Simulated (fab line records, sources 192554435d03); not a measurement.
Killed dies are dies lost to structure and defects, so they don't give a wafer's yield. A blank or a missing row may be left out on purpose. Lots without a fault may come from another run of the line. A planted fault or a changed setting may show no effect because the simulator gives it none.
Which tool did it? | flow n5_finfet | 21 lots, 63 wafers sampled, at 6 steps of a route of 1938

WHAT THE GAUGES READ, wafer by wafer
N5_BEOL_M11_CD_MEAS_18: pitch 140 nm, target cd 70 nm. Usual: cd_nm 69.8 nm, standard deviation 0.49.
lot  | measured     | on        | cd_nm (nm)     | flag
L075 | day 10 23:07 | cd_sem-02 | 69.7 69.9 69.9 |
L074 | day 10 23:27 | cd_sem-01 | 70.1 69.9 69.7 |
L076 | day 11 03:34 | cd_sem-02 | 70.0 69.9 70.1 |
L078 | day 11 08:11 | cd_sem-03 | 70.2 70.2 70.5 |
L079 | day 11 12:48 | cd_sem-02 | 69.9 70.2 69.6 |
L080 | day 12 05:22 | cd_sem-01 | 70.4 70.1 69.7 |
L082 | day 12 22:20 | cd_sem-03 | 70.2 70.0 70.2 |
L083 | day 13 00:03 | cd_sem-03 | 69.4 69.7 69.1 |
L084 | day 13 11:40 | cd_sem-01 | 69.9 69.8 70.8 |
L085 | day 13 11:55 | cd_sem-03 | 70.2 69.5 69.4 |
L088 | day 13 21:36 | cd_sem-02 | 70.6 70.1 70.0 |
L089 | day 14 05:02 | cd_sem-01 | 70.0 70.2 69.5 |
L086 | day 14 05:11 | cd_sem-03 | 69.2 69.7 69.2 |
L090 | day 14 07:45 | cd_sem-01 | 69.1 69.9 70.0 |
L092 | day 14 21:45 | cd_sem-02 | 70.0 70.3 69.4 |
L091 | day 15 00:50 | cd_sem-03 | 69.3 69.6 69.8 |
L095 | day 15 11:25 | cd_sem-03 | 69.5 68.7 69.7 |
L093 | day 15 11:32 | cd_sem-02 | 68.7 68.6 69.4 |
L094 | day 15 19:18 | cd_sem-02 | 69.6 70.2 70.7 |
L096 | day 15 19:47 | cd_sem-01 | 69.7 69.6 70.1 |
L097 | day 16 02:13 | cd_sem-03 | 69.6 69.2 69.5 |

N5_BEOL_M11_INSPECT_58: inspects for defects (darkfield). Usual: raw_defect_count 85, standard deviation 27.
lot  | measured     | on                | raw_defect_count | flag
L075 | day 11 06:12 | defect_inspect-01 | 135 72 81        |
L074 | day 11 04:31 | defect_inspect-01 | 57 58 74         |
L076 | day 11 08:42 | defect_inspect-02 | 49 41 100        |
L078 | day 11 14:15 | defect_inspect-02 | 105 96 100       |
L079 | day 11 19:01 | defect_inspect-02 | 35 48 87         |
L080 | day 12 12:12 | defect_inspect-01 | 90 74 125        |
L082 | day 13 03:32 | defect_inspect-01 | 70 56 110        |
L083 | day 13 06:14 | defect_inspect-02 | 118 115 170      |
L084 | day 13 16:35 | defect_inspect-01 | 89 97 63         |
L085 | day 13 18:00 | defect_inspect-02 | 77 80 86         |
L088 | day 14 02:08 | defect_inspect-02 | 51 85 55         |
L089 | day 14 10:11 | defect_inspect-02 | 56 42 35         |
L086 | day 14 10:27 | defect_inspect-02 | 89 77 83         |
L090 | day 14 11:57 | defect_inspect-02 | 82 84 93         |
L092 | day 15 01:59 | defect_inspect-01 | 100 90 152       |
L091 | day 15 06:26 | defect_inspect-01 | 124 88 76        |
L095 | day 15 16:15 | defect_inspect-02 | 93 133 114       |
L093 | day 15 16:57 | defect_inspect-02 | 70 106 52        |
L094 | day 15 22:57 | defect_inspect-01 | 78 108 72        |
L096 | day 15 23:55 | defect_inspect-01 | 65 105 96        |
L097 | day 16 09:11 | defect_inspect-01 | 128 100 121      |

WHICH TOOL RAN EACH LOT (tool, then ch and the chambers of the sampled wafers, then the start)
lot  | N5_BEOL_M11_PECVD_70            | N5_BEOL_M11_DESCUM_33              | N5_BEOL_M11_ETCH_65                | N5_BEOL_M11_ETCH_41
L075 | pecvd-04 ch 0,2, day 10 19:49   | rie_diel-02 ch 1,2, day 11 01:54   | rie_diel-02 ch 1,2, day 11 01:56   | rie_diel-02 ch 1,2, day 11 06:12 or earlier
L074 | pecvd-04 ch 1,2, day 10 21:04   | rie_diel-04 ch 0,2,3, day 11 01:19 | rie_diel-04 ch 0,2,3, day 11 01:21 | rie_diel-04 ch 0,2,3, day 11 04:31 or earlier
L076 | pecvd-01 ch 1,2, day 11 00:57   | rie_diel-02 ch 1,2, day 11 04:04   | rie_diel-02 ch 1,2, day 11 04:06   | rie_diel-02 ch 1,2, day 11 08:42 or earlier
L078 | pecvd-01 ch 0,1,2, day 11 06:37 | rie_diel-04 ch 0,1,3, day 11 10:53 | rie_diel-04 ch 0,1,3, day 11 10:55 | rie_diel-04 ch 0,1,3, day 11 14:15 or earlier
L079 | pecvd-01 ch 0,1,2, day 11 08:36 | rie_diel-02 ch 0,3, day 11 14:43   | rie_diel-02 ch 0,3, day 11 14:45   | rie_diel-02 ch 0,3, day 11 19:01 or earlier
L080 | pecvd-01 ch 1,2, day 12 00:43   | rie_diel-02 ch 1,2, day 12 08:34   | rie_diel-02 ch 1,2, day 12 08:35   | rie_diel-02 ch 1,2, day 12 12:12 or earlier
L082 | pecvd-04 ch 0,1, day 12 18:02   | rie_diel-02 ch 0,1, day 13 00:10   | rie_diel-02 ch 0,1, day 13 00:11   | rie_diel-02 ch 0,1, day 13 03:32 or earlier
L083 | pecvd-01 ch 1,2, day 12 22:01   | rie_diel-06 ch 0,1,3, day 13 01:17 | rie_diel-06 ch 0,1,3, day 13 01:19 | rie_diel-06 ch 0,1,3, day 13 06:14 or earlier
L084 | pecvd-01 ch 0,1,2, day 13 08:48 | rie_diel-04 ch 0,1,3, day 13 13:32 | rie_diel-04 ch 0,1,3, day 13 13:34 | rie_diel-04 ch 0,1,3, day 13 16:35 or earlier
L085 | pecvd-04 ch 0,2, day 13 09:00   | rie_diel-04 ch 1,3, day 13 14:00   | rie_diel-04 ch 1,3, day 13 14:02   | rie_diel-04 ch 1,3, day 13 18:00 or earlier
L088 | pecvd-03 ch 0,1,2, day 13 20:26 | rie_diel-04 ch 2,3, day 13 22:23   | rie_diel-04 ch 2,3, day 13 22:25   | rie_diel-04 ch 2,3, day 14 02:08 or earlier
L089 | pecvd-03 ch 1,2, day 14 02:29   | rie_diel-04 ch 1,2,3, day 14 05:56 | rie_diel-04 ch 1,2,3, day 14 05:58 | rie_diel-04 ch 1,2,3, day 14 10:11 or earlier
L086 | pecvd-03 ch 0,1, day 14 02:43   | rie_diel-04 ch 2,3, day 14 06:23   | rie_diel-04 ch 2,3, day 14 06:25   | rie_diel-04 ch 2,3, day 14 10:27 or earlier
L090 | pecvd-01 ch 0,1,2, day 14 05:37 | rie_diel-04 ch 0,2, day 14 08:14   | rie_diel-04 ch 0,2, day 14 08:16   | rie_diel-04 ch 0,2, day 14 11:57 or earlier
L092 | pecvd-04 ch 1,2, day 14 19:29   | rie_diel-06 ch 1,2, day 14 23:09   | rie_diel-06 ch 1,2, day 14 23:11   | rie_diel-06 ch 1,2, day 15 01:59 or earlier
L091 | pecvd-01 ch 0,1,2, day 14 22:54 | rie_diel-04 ch 0,1,3, day 15 01:41 | rie_diel-04 ch 0,1,3, day 15 01:43 | rie_diel-04 ch 0,1,3, day 15 06:26 or earlier
L095 | pecvd-01 ch 0,2, day 15 08:26   | rie_diel-04 ch 0,1,2, day 15 12:47 | rie_diel-04 ch 0,1,2, day 15 12:50 | rie_diel-04 ch 0,1,2, day 15 16:15 or earlier
L093 | pecvd-04 ch 0,1,2, day 15 09:59 | rie_diel-02 ch 1,2,3, day 15 13:01 | rie_diel-02 ch 1,2,3, day 15 13:02 | rie_diel-02 ch 1,2,3, day 15 16:57 or earlier
L094 | pecvd-04 ch 1,2, day 15 15:57   | rie_diel-06 ch 0,1,2, day 15 19:47 | rie_diel-06 ch 0,1,2, day 15 19:50 | rie_diel-06 ch 0,1,2, day 15 22:57 or earlier
L096 | pecvd-01 ch 1,2, day 15 17:55   | rie_diel-02 ch 0,1, day 15 20:26   | rie_diel-02 ch 0,1, day 15 20:29   | rie_diel-02 ch 0,1, day 15 23:55 or earlier
L097 | pecvd-01 ch 0,1,2, day 15 23:44 | rie_diel-04 ch 0,1,3, day 16 05:21 | rie_diel-04 ch 0,1,3, day 16 05:23 | rie_diel-04 ch 0,1,3, day 16 09:11 or earlier
- N5_BEOL_M11_PECVD_70: deposits SiO2 from TEOS/O2, target thk 20 nm, time 22.7 s.
- N5_BEOL_M11_DESCUM_33: chemistry O2, time 7.9 s.
- N5_BEOL_M11_ETCH_65: etches SiARC in CF4, target depth 39 nm, time 65 s.
- N5_BEOL_M11_ETCH_41: etches SiCN in CH3F/O2, target depth 42.6 nm, time 86 s.

WHAT THE TOOLS THEMSELVES READ (means of the sampled wafers that have a number; where no wafer has one, the mark that the record gives instead)
N5_BEOL_M11_PECVD_70. Usual: heater_power_w 737 W, standard deviation 76; rf_fwd_power_W 444.8 W, standard deviation 1.5; showerhead_plenum_p_Torr 8.77 Torr, standard deviation 0.12; throttle_valve_pct 22.4 %, standard deviation 1.1.
lot  | tool     | heater_power_w (W) | rf_fwd_power_W (W) | showerhead_plenum_p_Torr (Torr) | throttle_valve_pct (%) | flag
L075 | pecvd-04 | 752                | 443.9              | 8.85                            | 21.3                   |
L074 | pecvd-04 | 795                | 446.0              | 8.84                            | 21.8                   |
L076 | pecvd-01 | 766                | 445.8              | 8.73                            | 22.0                   |
L078 | pecvd-01 | 724                | 444.8              | 8.71                            | 22.7                   |
L079 | pecvd-01 | 769                | 444.8              | 8.72                            | 22.5                   |
L080 | pecvd-01 | 797                | 445.2              | 8.83                            | 22.8                   |
L082 | pecvd-04 | 790                | 445.7              | 8.76                            | 23.6                   |
L083 | pecvd-01 | 731                | 446.2              | 8.81                            | 22.7                   |
L084 | pecvd-01 | 770                | 444.4              | 8.72                            | 22.6                   |
L085 | pecvd-04 | 634                | 444.5              | 8.82                            | 21.9                   |
L088 | pecvd-03 | 721                | 443.7              | 8.81                            | 21.8                   |
L089 | pecvd-03 | 757                | 444.9              | 8.78                            | 21.2                   |
L086 | pecvd-03 | 684                | 446.9              | 8.75                            | 21.8                   |
L090 | pecvd-01 | 740                | 443.8              | 8.72                            | 22.7                   |
L092 | pecvd-04 | 726                | 444.6              | 8.85                            | 22.0                   |
L091 | pecvd-01 | 728                | 444.5              | 8.71                            | 22.7                   |
L095 | pecvd-01 | 668                | 444.2              | 8.63                            | 22.0                   |
L093 | pecvd-04 | 697                | 445.2              | 8.83                            | 22.4                   |
L094 | pecvd-04 | 771                | 444.7              | 8.82                            | 23.0                   |
L096 | pecvd-01 | 762                | 445.3              | 8.82                            | 22.8                   |
L097 | pecvd-01 | 801                | 443.4              | 8.72                            | 22.7                   |

N5_BEOL_M11_DESCUM_33. Usual: drypump_motor_current_A 5.82 A, standard deviation 0.29; oes_product_au 0.79 a.u., standard deviation 0.089; rf_fwd_power_W 49.35 W, standard deviation 0.23; rf_vpp_V 243.2 V, standard deviation 1.4; showerhead_plenum_p_Torr 2.10 Torr, standard deviation 0.068; throttle_valve_pct 20.54 %, standard deviation 0.28.
lot  | tool        | drypump_motor_current_A (A) | oes_product_au (a.u.) | rf_fwd_power_W (W) | rf_vpp_V (V) | showerhead_plenum_p_Torr (Torr) | throttle_valve_pct (%) | flag
L075 | rie_diel-02 | 5.50                        | 0.73                  | 49.35              | 241.6        | 2.03                            | 20.48                  |
L074 | rie_diel-04 | 5.70                        | 0.78                  | 49.18              | 243.1        | 2.09                            | 20.44                  |
L076 | rie_diel-02 | 5.69                        | 0.72                  | 49.67              | 243.7        | 2.05                            | 20.64                  |
L078 | rie_diel-04 | 5.85                        | 0.79                  | 49.35              | 244.2        | 2.16                            | 20.70                  |
L079 | rie_diel-02 | 5.76                        | 0.91                  | 49.37              | 243.1        | 2.12                            | 20.41                  |
L080 | rie_diel-02 | 5.53                        | 0.73                  | 49.41              | 241.9        | 2.03                            | 20.51                  |
L082 | rie_diel-02 | 5.95                        | 0.70                  | 49.57              | 242.4        | 2.06                            | 20.78                  |
L083 | rie_diel-06 | 5.98                        | 0.87                  | 49.48              | 243.5        | 2.10                            | 20.44                  |
L084 | rie_diel-04 | 5.85                        | 0.78                  | 49.40              | 244.4        | 2.16                            | 20.70                  |
L085 | rie_diel-04 | 5.70                        | 0.76                  | 49.32              | 242.3        | 2.12                            | 20.69                  |
L088 | rie_diel-04 | 5.68                        | 0.81                  | 49.28              | 242.0        | 2.05                            | 20.13                  |
L089 | rie_diel-04 | 5.84                        | 0.81                  | 49.40              | 242.7        | 2.11                            | 20.39                  |
L086 | rie_diel-04 | 5.59                        | 0.74                  | 49.24              | 242.2        | 2.06                            | 20.43                  |
L090 | rie_diel-04 | 5.84                        | 0.82                  | 49.23              | 242.8        | 2.08                            | 20.16                  |
L092 | rie_diel-06 | 5.84                        | 0.75                  | 49.20              | 243.9        | 2.14                            | 20.46                  |
L091 | rie_diel-04 | 5.85                        | 0.76                  | 49.34              | 244.8        | 2.15                            | 20.74                  |
L095 | rie_diel-04 | 5.96                        | 0.82                  | 49.34              | 243.2        | 2.14                            | 20.44                  |
L093 | rie_diel-02 | 5.60                        | 0.85                  | 49.40              | 242.3        | 2.06                            | 20.39                  |
L094 | rie_diel-06 | 5.85                        | 0.82                  | 49.22              | 244.2        | 2.14                            | 20.44                  |
L096 | rie_diel-02 | 6.02                        | 0.78                  | 49.36              | 242.5        | 2.06                            | 20.67                  |
L097 | rie_diel-04 | 5.85                        | 0.86                  | 49.38              | 244.7        | 2.15                            | 20.61                  |

N5_BEOL_M11_ETCH_65. Usual: drypump_motor_current_A 5.81 A, standard deviation 0.29; etch_rf_on_time_s 64.7 s, standard deviation 1.2; oes_product_au 0.67 a.u., standard deviation 0.074; rf_fwd_power_W 538.0 W, standard deviation 2.5; rf_vpp_V 184.2 V, standard deviation 1.2; showerhead_plenum_p_Torr 2.15 Torr, standard deviation 0.066; throttle_valve_pct 15.70 %, standard deviation 0.3.
lot  | tool        | drypump_motor_current_A (A) | etch_rf_on_time_s (s) | oes_product_au (a.u.) | rf_fwd_power_W (W) | rf_vpp_V (V) | showerhead_plenum_p_Torr (Torr) | throttle_valve_pct (%) | flag
L075 | rie_diel-02 | 5.52                        | 65.5                  | 0.63                  | 540.0              | 182.6        | 2.08                            | 15.64                  |
L074 | rie_diel-04 | 5.68                        | 63.9                  | 0.67                  | 535.8              | 183.6        | 2.14                            | 15.62                  |
L076 | rie_diel-02 | 5.70                        | 65.7                  | 0.61                  | 539.4              | 183.9        | 2.09                            | 15.82                  |
L078 | rie_diel-04 | 5.85                        | 63.8                  | 0.68                  | 537.9              | 184.6        | 2.20                            | 15.84                  |
L079 | rie_diel-02 | 5.75                        | 65.0                  | 0.77                  | 539.9              | 184.2        | 2.17                            | 15.57                  |
L080 | rie_diel-02 | 5.51                        | 64.7                  | 0.63                  | 539.8              | 182.9        | 2.07                            | 15.66                  |
L082 | rie_diel-02 | 5.95                        | 66.1                  | 0.59                  | 538.8              | 183.9        | 2.12                            | 16.00                  |
L083 | rie_diel-06 | 5.98                        | 65.3                  | 0.74                  | 537.7              | 183.8        | 2.15                            | 15.56                  |
L084 | rie_diel-04 | 5.87                        | 64.6                  | 0.66                  | 538.7              | 184.7        | 2.19                            | 15.85                  |
L085 | rie_diel-04 | 5.73                        | 65.0                  | 0.65                  | 537.6              | 184.6        | 2.16                            | 15.81                  |
L088 | rie_diel-04 | 5.70                        | 63.4                  | 0.70                  | 535.9              | 183.0        | 2.10                            | 15.30                  |
L089 | rie_diel-04 | 5.83                        | 64.2                  | 0.70                  | 536.8              | 183.7        | 2.15                            | 15.53                  |
L086 | rie_diel-04 | 5.57                        | 63.6                  | 0.65                  | 534.3              | 184.1        | 2.10                            | 15.61                  |
L090 | rie_diel-04 | 5.79                        | 63.3                  | 0.71                  | 535.7              | 183.9        | 2.12                            | 15.36                  |
L092 | rie_diel-06 | 5.84                        | 64.4                  | 0.65                  | 536.6              | 185.0        | 2.19                            | 15.70                  |
L091 | rie_diel-04 | 5.85                        | 64.8                  | 0.65                  | 538.7              | 184.4        | 2.19                            | 15.87                  |
L095 | rie_diel-04 | 5.96                        | 63.4                  | 0.70                  | 537.2              | 184.9        | 2.18                            | 15.58                  |
L093 | rie_diel-02 | 5.60                        | 64.8                  | 0.73                  | 540.4              | 183.2        | 2.11                            | 15.52                  |
L094 | rie_diel-06 | 5.86                        | 63.7                  | 0.70                  | 538.3              | 184.7        | 2.19                            | 15.63                  |
L096 | rie_diel-02 | 6.02                        | 66.1                  | 0.66                  | 539.0              | 184.5        | 2.11                            | 15.83                  |
L097 | rie_diel-04 | 5.85                        | 64.2                  | 0.73                  | 536.6              | 184.3        | 2.19                            | 15.72                  |

N5_BEOL_M11_ETCH_41. Usual: O2_flow_sccm 20.01 sccm, standard deviation 0.065; drypump_motor_current_A 5.82 A, standard deviation 0.29; oes_product_au 0.79 a.u., standard deviation 0.088; rf_fwd_power_W 392.1 W, standard deviation 1.4; rf_vpp_V 297.5 V, standard deviation 1.5; showerhead_plenum_p_Torr 2.01 Torr, standard deviation 0.064; throttle_valve_pct 16.40 %, standard deviation 0.29.
lot  | tool        | O2_flow_sccm (sccm) | drypump_motor_current_A (A) | oes_product_au (a.u.) | rf_fwd_power_W (W) | rf_vpp_V (V) | showerhead_plenum_p_Torr (Torr) | throttle_valve_pct (%) | flag
L075 | rie_diel-02 | 20.04               | 5.53                        | 0.74                  | 392.0              | 296.3        | 1.94                            | 16.37                  |
L074 | rie_diel-04 | 20.05               | 5.71                        | 0.78                  | 391.6              | 297.1        | 2.00                            | 16.32                  |
L076 | rie_diel-02 | 20.03               | 5.69                        | 0.72                  | 392.0              | 296.4        | 1.95                            | 16.53                  |
L078 | rie_diel-04 | 20.00               | 5.84                        | 0.79                  | 392.3              | 299.1        | 2.05                            | 16.54                  |
L079 | rie_diel-02 | 20.02               | 5.76                        | 0.91                  | 391.0              | 296.9        | 2.02                            | 16.25                  |
L080 | rie_diel-02 | 20.02               | 5.54                        | 0.73                  | 393.1              | 296.0        | 1.93                            | 16.38                  |
L082 | rie_diel-02 | 20.01               | 5.94                        | 0.69                  | 390.5              | 297.2        | 1.98                            | 16.71                  |
L083 | rie_diel-06 | 20.02               | 5.98                        | 0.87                  | 392.4              | 297.0        | 2.00                            | 16.25                  |
L084 | rie_diel-04 | 20.00               | 5.86                        | 0.78                  | 391.7              | 297.9        | 2.05                            | 16.56                  |
L085 | rie_diel-04 | 20.04               | 5.72                        | 0.77                  | 393.2              | 298.4        | 2.02                            | 16.54                  |
L088 | rie_diel-04 | 19.98               | 5.69                        | 0.81                  | 390.4              | 295.9        | 1.96                            | 16.03                  |
L089 | rie_diel-04 | 20.06               | 5.84                        | 0.82                  | 391.3              | 297.8        | 2.01                            | 16.25                  |
L086 | rie_diel-04 | 20.01               | 5.58                        | 0.76                  | 392.6              | 297.0        | 1.96                            | 16.33                  |
L090 | rie_diel-04 | 19.95               | 5.84                        | 0.82                  | 391.4              | 297.0        | 1.99                            | 16.04                  |
L092 | rie_diel-06 | 20.00               | 5.83                        | 0.76                  | 391.1              | 297.6        | 2.05                            | 16.39                  |
L091 | rie_diel-04 | 20.04               | 5.85                        | 0.77                  | 390.6              | 299.0        | 2.05                            | 16.58                  |
L095 | rie_diel-04 | 20.02               | 5.97                        | 0.82                  | 392.3              | 297.7        | 2.04                            | 16.30                  |
L093 | rie_diel-02 | 20.06               | 5.61                        | 0.85                  | 393.5              | 296.1        | 1.96                            | 16.23                  |
L094 | rie_diel-06 | 20.01               | 5.85                        | 0.81                  | 392.3              | 298.4        | 2.04                            | 16.31                  |
L096 | rie_diel-02 | 20.00               | 6.03                        | 0.78                  | 391.5              | 296.4        | 1.97                            | 16.55                  |
L097 | rie_diel-04 | 20.02               | 5.85                        | 0.86                  | 392.1              | 298.7        | 2.05                            | 16.42                  |

THE ANSWER, worked out from the rows above alone
Rule: a lot is off if the mean of its wafers that have a number lies more than 3 standard deviations from the usual mean. A lot without any number at a reading at which 4 lots or more have one is off too. The other lots that the step has rows for count as sound. The gauges are gone through in route order, then the tools' own readings, and for those a lot's mean is taken as printed above. The first step at which some lot is off is used, and at that step the reading that is off furthest; a lot without a number counts as furthest.
No lot is off at any reading shown: from this, nothing can be told.

WHAT THE SIMULATOR HAD PUT IN
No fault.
